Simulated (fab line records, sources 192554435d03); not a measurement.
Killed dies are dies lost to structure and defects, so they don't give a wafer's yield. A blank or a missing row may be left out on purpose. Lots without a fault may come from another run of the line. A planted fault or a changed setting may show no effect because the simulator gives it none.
Which tool did it? | flow n5_finfet | 9 lots, 27 wafers sampled, at 8 steps of a route of 1938

WHAT THE GAUGES READ, wafer by wafer
N5_BEOL_M4_RC_MEAS_101. Usual: DIBL_N 35.8 mV/V, standard deviation 1.5; DIBL_P 35.8 mV/V, standard deviation 1.7; IOFF_N 0.151 nA/um, standard deviation 0.022; IOFF_P 0.204 nA/um, standard deviation 0.027; ION_N 673 uA/um, standard deviation 8.6; ION_P 462 uA/um, standard deviation 5.4; SS_N 71.4 mV/dec, standard deviation 0.54; SS_P 73.3 mV/dec, standard deviation 0.56; VT_N 250.5 mV, standard deviation 2.6; VT_P -251 mV, standard deviation 3.1.
lot  | measured     | on        | DIBL_N (mV/V)  | DIBL_P (mV/V)  | IOFF_N (nA/um)    | IOFF_P (nA/um)    | ION_N (uA/um) | ION_P (uA/um) | SS_N (mV/dec)  | SS_P (mV/dec)  | VT_N (mV)         | VT_P (mV)      | flag
L528 | day 9 03:01  | prober-01 | 36.7 38.6 35.3 | 36.4 38.9 34.2 | 0.153 0.196 0.126 | 0.202 0.240 0.182 | 689 686 673   | 467 472 462   | 71.5 71.4 70.3 | 73.5 74.0 72.3 | 251.2 245.2 252.9 | -252 -247 -250 |
L533 | day 9 21:02  | prober-01 | 35.9 37.2 34.3 | 35.1 35.1 32.0 | 0.147 0.158 0.118 | 0.208 0.207 0.164 | 672 672 659   | 461 460 457   | 71.2 72.3 71.1 | 73.5 73.6 72.1 | 249.1 249.3 252.1 | -250 -251 -254 |
L534 | day 9 23:50  | prober-01 | 33.4 36.2 33.5 | 32.7 36.8 33.2 | 0.110 0.159 0.118 | 0.178 0.238 0.193 | 655 675 662   | 458 467 460   | 71.1 71.8 71.7 | 72.8 73.8 72.7 | 256.1 250.2 255.2 | -254 -249 -249 |
L538 | day 11 01:07 | prober-02 | 36.6 34.6 35.2 | 37.6 35.6 35.7 | 0.159 0.127 0.128 | 0.189 0.160 0.156 | 673 670 653   | 456 459 455   | 72.3 71.2 70.8 | 73.7 73.6 73.2 | 249.8 254.3 255.9 | -254 -256 -258 |
L539 | day 11 13:58 | prober-01 | 37.6 38.2 38.0 | 36.1 36.5 36.5 | 0.164 0.172 0.171 | 0.219 0.221 0.224 | 681 681 679   | 467 459 469   | 72.0 71.8 72.0 | 74.4 73.3 74.4 | 250.7 251.0 251.4 | -251 -250 -250 |
L540 | day 11 19:39 | prober-01 | 35.1 34.0 32.9 | 37.4 34.9 33.9 | 0.143 0.126 0.111 | 0.196 0.170 0.147 | 683 676 661   | 462 459 458   | 71.1 70.4 70.1 | 73.2 72.8 72.5 | 252.7 253.2 255.1 | -252 -252 -256 |
L547 | day 13 08:37 | prober-02 | 37.3 37.9 36.8 | 36.4 36.9 36.5 | 0.142 0.149 0.144 | 0.227 0.240 0.223 | 665 675 667   | 462 470 467   | 72.2 71.3 71.2 | 74.1 73.2 73.3 | 252.5 251.5 251.5 | -248 -247 -249 |
L548 | day 13 09:00 | prober-01 | 35.9 35.7 35.5 | 36.2 37.0 36.0 | 0.163 0.162 0.160 | 0.224 0.232 0.228 | 680 677 685   | 471 472 468   | 71.2 71.3 70.9 | 73.9 74.4 73.7 | 248.4 247.8 250.4 | -248 -249 -251 |
L550 | day 14 08:23 | prober-01 | 35.3 36.9 35.5 | 34.7 36.3 35.1 | 0.133 0.159 0.136 | 0.178 0.211 0.187 | 662 670 660   | 455 460 458   | 70.6 71.9 71.2 | 72.8 74.2 72.3 | 254.3 251.2 253.6 | -255 -252 -252 |

N5_BEOL_M5_THK_MEAS_53: measures by xrf. Usual: M5_THK 60.8 nm, standard deviation 1.2.
lot  | measured     | on            | M5_THK (nm)       | flag
L528 | day 9 13:50  | film_metro-01 | 60.0 59.6 62.0    |
L533 | day 10 10:23 | film_metro-01 | 59.8 62.2 62.1    |
L534 | day 10 12:25 | film_metro-01 | 63.0 59.6 60.8    |
L538 | day 11 12:34 | film_metro-01 | 291.2 296.6 292.8 | OFF
L539 | day 12 03:07 | film_metro-01 | 293.6 293.2 295.9 | OFF
L540 | day 12 06:49 | film_metro-02 | 289.1 286.8 288.9 | OFF
L547 | day 14 00:05 | film_metro-02 | 59.9 60.8 59.9    |
L548 | day 13 23:13 | film_metro-01 | 63.4 60.2 62.0    |
L550 | day 14 20:04 | film_metro-02 | 60.9 60.8 62.7    |

N5_BEOL_M5_RS_MEAS_57: measures by four-point-probe. Usual: M5_RS 0.387 ohm/sq, standard deviation 0.0089.
lot  | measured     | on            | M5_RS (ohm/sq)    | flag
L528 | day 9 14:06  | film_metro-01 | 0.391 0.395 0.377 |
L533 | day 10 10:43 | film_metro-01 | 0.398 0.382 0.383 |
L534 | day 10 12:40 | film_metro-01 | 0.380 0.402 0.391 |
L538 | day 11 12:49 | film_metro-01 | 0.055 0.054 0.054 | OFF
L539 | day 12 03:24 | film_metro-02 | 0.054 0.054 0.054 | OFF
L540 | day 12 07:13 | film_metro-02 | 0.054 0.055 0.054 | OFF
L547 | day 14 00:20 | film_metro-01 | 0.393 0.384 0.393 |
L548 | day 13 23:28 | film_metro-01 | 0.376 0.398 0.384 |
L550 | day 14 20:21 | film_metro-02 | 0.386 0.386 0.372 |

N5_BEOL_M5_INSPECT_58: inspects for defects (darkfield). Usual: raw_defect_count 74, standard deviation 27.
lot  | measured     | on                | raw_defect_count | flag
L528 | day 9 14:08  | defect_inspect-02 | 61 68 55         |
L533 | day 10 10:44 | defect_inspect-01 | 118 103 81       |
L534 | day 10 12:42 | defect_inspect-01 | 48 103 59        |
L538 | day 11 12:51 | defect_inspect-02 | 2007 1964 1943   | OFF
L539 | day 12 03:25 | defect_inspect-01 | 1986 2048 2063   | OFF
L540 | day 12 07:14 | defect_inspect-02 | 2031 2011 2060   | OFF
L547 | day 14 00:22 | defect_inspect-02 | 32 22 58         |
L548 | day 13 23:29 | defect_inspect-02 | 70 47 62         |
L550 | day 14 20:23 | defect_inspect-01 | 69 68 107        |

WHICH TOOL RAN EACH LOT (tool, then ch and the chambers of the sampled wafers, then the start)
lot  | N5_BEOL_M5_SPUTTER_48        | N5_BEOL_M5_ANNEAL_84         | N5_BEOL_M5_ANNEAL_51             | N5_BEOL_M5_CMP_52
L528 | pvd_sputter-02, day 9 08:37  | pvd_sputter-02, day 9 10:52  | rtp_anneal-02 ch 0, day 9 13:15  | cmp-03 ch 0,1,3, day 9 13:33
L533 | pvd_sputter-02, day 10 05:12 | pvd_sputter-02, day 10 07:27 | rtp_anneal-02 ch 0, day 10 09:47 | cmp-03 ch 0,2,3, day 10 10:08
L534 | pvd_sputter-03, day 10 07:05 | pvd_sputter-03, day 10 09:20 | rtp_anneal-02 ch 0, day 10 11:52 | cmp-04 ch 0,2,3, day 10 12:11
L538 | pvd_sputter-03, day 11 07:25 | pvd_sputter-03, day 11 09:40 | rtp_anneal-01 ch 0, day 11 12:01 | cmp-03 ch 1,2, day 11 12:16
L539 | pvd_sputter-03, day 11 21:58 | pvd_sputter-03, day 12 00:13 | rtp_anneal-02 ch 0, day 12 02:34 | cmp-01 ch 2,3, day 12 02:50
L540 | pvd_sputter-01, day 12 01:35 | pvd_sputter-01, day 12 03:50 | rtp_anneal-02 ch 0, day 12 06:13 | cmp-04 ch 2,3, day 12 06:31
L547 | pvd_sputter-03, day 13 18:49 | pvd_sputter-03, day 13 21:04 | rtp_anneal-02 ch 0, day 13 23:28 | cmp-01 ch 0,1,3, day 13 23:47
L548 | pvd_sputter-02, day 13 18:04 | pvd_sputter-02, day 13 20:19 | rtp_anneal-01 ch 0, day 13 22:40 | cmp-04 ch 0,1,3, day 13 22:57
L550 | pvd_sputter-02, day 14 14:46 | pvd_sputter-02, day 14 17:01 | rtp_anneal-01 ch 0, day 14 19:31 | cmp-04 ch 1,2, day 14 19:46
- N5_BEOL_M5_SPUTTER_48: material Cu, target thk 15 nm, time 27.62 s.
- N5_BEOL_M5_ANNEAL_84: time 1800 s.
- N5_BEOL_M5_ANNEAL_51: time 90 s.
- N5_BEOL_M5_CMP_52: polishes, stops on SiCOH lowk, t overpolish 6.9 s, target thk 62 nm.

WHAT THE TOOLS THEMSELVES READ (means of the sampled wafers that have a number; where no wafer has one, the mark that the record gives instead)
N5_BEOL_M5_SPUTTER_48. Usual: throttle_valve_pct 30.1 %, standard deviation 1.2.
lot  | tool           | throttle_valve_pct (%) | flag
L528 | pvd_sputter-02 | 29.8                   |
L533 | pvd_sputter-02 | 29.6                   |
L534 | pvd_sputter-03 | 29.9                   |
L538 | pvd_sputter-03 | 29.9                   |
L539 | pvd_sputter-03 | 30.5                   |
L540 | pvd_sputter-01 | 29.8                   |
L547 | pvd_sputter-03 | 30.1                   |
L548 | pvd_sputter-02 | 29.9                   |
L550 | pvd_sputter-02 | 30.1                   |

N5_BEOL_M5_ANNEAL_84. Usual: heater_power_w 865 W, standard deviation 56.
lot  | tool           | heater_power_w (W) | flag
L528 | pvd_sputter-02 | 887                |
L533 | pvd_sputter-02 | 829                |
L534 | pvd_sputter-03 | 878                |
L538 | pvd_sputter-03 | 888                |
L539 | pvd_sputter-03 | 809                |
L540 | pvd_sputter-01 | 847                |
L547 | pvd_sputter-03 | 852                |
L548 | pvd_sputter-02 | 896                |
L550 | pvd_sputter-02 | 894                |

N5_BEOL_M5_ANNEAL_51. Usual: anneal_temp_c_max 226.52, standard deviation 0.29; wafer_temp_C_max 226.1, standard deviation 0.39.
lot  | tool          | anneal_temp_c_max | wafer_temp_C_max | flag
L528 | rtp_anneal-02 | 226.39            | 226.3            |
L533 | rtp_anneal-02 | 226.91            | 226.1            |
L534 | rtp_anneal-02 | 226.81            | 226.2            |
L538 | rtp_anneal-01 | 226.58            | 225.7            |
L539 | rtp_anneal-02 | 226.46            | 226.2            |
L540 | rtp_anneal-02 | 226.63            | 226.5            |
L547 | rtp_anneal-02 | 226.42            | 226.3            |
L548 | rtp_anneal-01 | 226.65            | 225.9            |
L550 | rtp_anneal-01 | 226.39            | 225.9            |

N5_BEOL_M5_CMP_52. Usual: barrier_field_endpoint_s 25.1 s, standard deviation 0.54; clearing_platen_down_force_psi 1.5002 psi, standard deviation 0.003; motor_current_A 6.0 A, standard deviation 0.53; overpolish_run_s 6.901 s, standard deviation 0.0091; time_to_endpoint_s 63.8 s, standard deviation 2.8.
lot  | tool   | barrier_field_endpoint_s (s) | clearing_platen_down_force_psi (psi) | motor_current_A (A) | overpolish_run_s (s) | time_to_endpoint_s (s) | flag
L528 | cmp-03 | 24.9                         | 1.5022                               | 6.5                 | 6.904                | 63.5                   |
L533 | cmp-03 | 25.7                         | 1.5003                               | 5.9                 | 6.898                | 68.5                   |
L534 | cmp-04 | 25.5                         | 1.5027                               | 5.7                 | 6.913                | 65.6                   |
L538 | cmp-03 | -                            | -                                    | -                   | -                    | -                      | OFF
L539 | cmp-01 | -                            | -                                    | -                   | -                    | -                      | OFF
L540 | cmp-04 | -                            | -                                    | -                   | -                    | -                      | OFF
L547 | cmp-01 | 25.1                         | 1.4997                               | 6.1                 | 6.897                | 63.5                   |
L548 | cmp-04 | 25.8                         | 1.5007                               | 5.7                 | 6.895                | 66.0                   |
L550 | cmp-04 | 25.3                         | 1.5005                               | 6.0                 | 6.902                | 63.7                   |

THE ANSWER, worked out from the rows above alone
Rule: a lot is off if the mean of its wafers that have a number lies more than 3 standard deviations from the usual mean. A lot without any number at a reading at which 4 lots or more have one is off too. The other lots that the step has rows for count as sound. The gauges are gone through in route order, then the tools' own readings, and for those a lot's mean is taken as printed above. The first step at which some lot is off is used, and at that step the reading that is off furthest; a lot without a number counts as furthest.
Off: L538, L539, L540, at N5_BEOL_M5_THK_MEAS_53 (M5_THK).
A tool fits if, at a process step before that reading, it ran every lot that is off, and no sound lot after the first of them. The gauges at N5_BEOL_M5_THK_MEAS_53 aren't tried: what is off there is off at N5_BEOL_M5_INSPECT_58 too, on other tools, and a gauge's error can't cause that. None of those tried fits.

WHAT THE SIMULATOR HAD PUT IN
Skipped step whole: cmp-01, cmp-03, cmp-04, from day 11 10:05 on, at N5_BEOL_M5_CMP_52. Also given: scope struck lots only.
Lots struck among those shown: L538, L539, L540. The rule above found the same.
